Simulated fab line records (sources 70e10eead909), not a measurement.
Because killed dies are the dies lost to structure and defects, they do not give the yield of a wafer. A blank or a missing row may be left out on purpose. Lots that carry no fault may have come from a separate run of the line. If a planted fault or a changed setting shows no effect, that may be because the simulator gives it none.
Matching of chambers ; flow nand harc ; NHARC_A_BLC_ETCH_16 on rie diel-10 has 4 sister chambers
The step etches the open film in CF4, target depth 39 nm, time 65 s. 4 wafers are shown with their chamber, then 6 later ones without.

EACH WAFER AND ITS CHAMBER
wafer;chamber;showerhead plenum p Torr (Torr)
L875.5;0;1.71
L875.6;1;1.75
L876.1;3;1.70
L876.4;2;1.77

WAFERS WITH NO CHAMBER GIVEN
wafer;showerhead plenum p Torr (Torr)
L876.5;1.71
L879.2;1.77
L879.3;1.69
L879.5;1.75
L886.1;1.69
L885.1;1.77

THE CHAMBER EACH PASSED THROUGH
wafer;from the rows above;in truth
L876.5;can't be placed: 0 or 3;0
L879.2;2;2
L879.3;can't be placed: 3 or 0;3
L879.5;1;1
L886.1;can't be placed: 3 or 0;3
L885.1;2;2
Placed correctly: 3 of 6. From these rows, 3 cannot be placed; in 3 the true chamber is one of the candidates. 0 placed wrongly.
How it was worked out, from the rows above alone: a wafer's distance from a chamber is the root of the sum, over the readings, of the square of ((its reading less the chamber's mean) divided by the reading's scatter). The wafer belongs to the nearest chamber; if the next one is less than 2 further off, it can't be placed. Each chamber's mean is taken over the wafers shown for it. The scatter (one wafer shown for each chamber): square how far every hidden wafer sits from the nearest shown wafer, average those squares and take the square root.
